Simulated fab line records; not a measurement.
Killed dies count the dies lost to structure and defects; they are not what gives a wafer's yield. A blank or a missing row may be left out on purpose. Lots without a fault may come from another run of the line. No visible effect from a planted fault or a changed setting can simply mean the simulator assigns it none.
What tool caused it? ; flow n5Finfet ; 33 wafers from 11 lots sampled at 3 of the route's 1938 steps

WHAT THE GAUGES READ, wafer by wafer
N5_PASSIVATION_CD_MEAS_44: the cd target is 40000 nm. Usual: cdNm 40000 nm, standard deviation 2.8.
lot;measured;on;cdNm (nm);flag
L234;day 12 01:44;cdSem-03;39997 40000 40000;
L235;day 12 15:48;cdSem-02;39999 39998 39999;
L236;day 12 16:20;cdSem-01;40000 39997 40001;
L238;day 13 04:55;cdSem-03;39999 40000 40003;
L239;day 13 07:32;cdSem-03;40005 40006 40004;
L240;day 13 07:53;cdSem-03;40001 39998 39998;
L241;day 14 05:45;cdSem-02;40001 40001 39999;
L245;day 15 07:13;cdSem-03;39998 39999 39999;
L247;day 15 03:02;cdSem-01;39999 39998 39999;
L252;day 17 04:40;cdSem-02;39994 39994 39997;
L253;day 17 10:01;cdSem-03;40004 40004 40003;

EACH LOT AND THE TOOL THAT RAN IT (in order: tool; ch and the chambers of the sampled wafers; start)
lot;N5_SDB_STRIP_22;N5_PASSIVATION_ETCH_59
L234;plasmaAsher-02 ch 0,1, day 3 23:38;rieMetal-02 ch 1, day 12 00:31
L235;plasmaAsher-02 ch 0,1, day 4 07:19;rieMetal-01 ch 0,1, day 12 14:37
L236;plasmaAsher-02 ch 0,1, day 4 13:27;rieMetal-03 ch 0,1, day 12 15:11
L238;plasmaAsher-01 ch 0, day 4 23:01;rieMetal-03 ch 0,1, day 13 03:37
L239;plasmaAsher-02 ch 0,1, day 5 06:58;rieMetal-02 ch 0,1, day 13 06:13
L240;plasmaAsher-02 ch 0,1, day 5 11:32;rieMetal-02 ch 0,1, day 13 06:43
L241;plasmaAsher-02 ch 0,1, day 5 17:40;rieMetal-01 ch 0,1, day 14 04:16
L245;plasmaAsher-02 ch 0,1, day 6 22:52;rieMetal-01 ch 0,1, day 15 05:48
L247;plasmaAsher-02 ch 0,1, day 7 14:25;rieMetal-01 ch 0,1, day 15 01:46
L252;plasmaAsher-01 ch 1, day 8 15:02;rieMetal-02 ch 0,1, day 17 03:23
L253;plasmaAsher-01 ch 0,1, day 8 20:40;rieMetal-03 ch 0,1, day 17 08:44
- N5_SDB_STRIP_22: strips in N2/H2.
- N5_PASSIVATION_ETCH_59: etches TaN in Cl2/BCl3, target depth 65 nm, time 34.9 s.

AS READ BY THE TOOLS THEMSELVES (means over the sampled wafers that have a number; for cases with no such wafer, the mark the record gives instead)
N5_SDB_STRIP_22. Usual: drypumpMotorCurrentA 5.6 A, standard deviation 0.41; heaterPowerW 321 W, standard deviation 42; oesProductAu 0.715 a.u., standard deviation 0.0042; stripTimeToEndpointS 96.4 s, standard deviation 0.39.
lot;tool;drypumpMotorCurrentA (A);heaterPowerW (W);oesProductAu (a.u.);stripTimeToEndpointS (s);flag
L234;plasmaAsher-02;5.7;328;0.713;96.4;
L235;plasmaAsher-02;5.7;335;0.714;95.7;
L236;plasmaAsher-02;5.5;357;0.717;96.3;
L238;plasmaAsher-01;5.1;296;0.715;96.1;
L239;plasmaAsher-02;5.5;365;0.716;96.7;
L240;plasmaAsher-02;5.5;358;0.712;96.3;
L241;plasmaAsher-02;5.5;358;0.716;96.6;
L245;plasmaAsher-02;5.7;325;0.719;97.1;
L247;plasmaAsher-02;5.7;335;0.715;96.0;
L252;plasmaAsher-01;6.1;288;0.711;96.3;
L253;plasmaAsher-01;5.5;289;0.714;96.2;

N5_PASSIVATION_ETCH_59. Usual: drypumpMotorCurrentA 5.6 A, standard deviation 0.42; oesProductAu 0.83 a.u., standard deviation 0.1; throttleValvePct 21.01 %, standard deviation 0.22.
lot;tool;drypumpMotorCurrentA (A);oesProductAu (a.u.);throttleValvePct (%);flag
L234;rieMetal-02;5.3;0.80;21.06;
L235;rieMetal-01;6.2;0.83;20.93;
L236;rieMetal-03;5.6;0.72;21.30;
L238;rieMetal-03;5.6;0.81;21.14;
L239;rieMetal-02;5.4;0.85;20.93;
L240;rieMetal-02;5.4;0.84;20.91;
L241;rieMetal-01;5.7;0.86;21.01;
L245;rieMetal-01;5.7;0.85;21.02;
L247;rieMetal-01;6.3;0.80;20.95;
L252;rieMetal-02;5.5;0.85;20.79;
L253;rieMetal-03;5.5;0.90;21.02;

THE ANSWER, worked out from the rows above alone
Rule: a lot counts as off when the mean over its wafers that have a number is more than 3 standard deviations away from the usual mean. A lot without any number at a reading at which 4 lots or more have one is off too. The other lots that the step has rows for count as sound. First the gauges in route order, then the tools' own readings, where a lot's mean is used as printed above. At the first step where some lot is off, the reading lying furthest off is the one used; lots without a number count as furthest.
No lot is off at any reading shown: from this, nothing can be told.

WHAT THE SIMULATOR HAD PUT IN
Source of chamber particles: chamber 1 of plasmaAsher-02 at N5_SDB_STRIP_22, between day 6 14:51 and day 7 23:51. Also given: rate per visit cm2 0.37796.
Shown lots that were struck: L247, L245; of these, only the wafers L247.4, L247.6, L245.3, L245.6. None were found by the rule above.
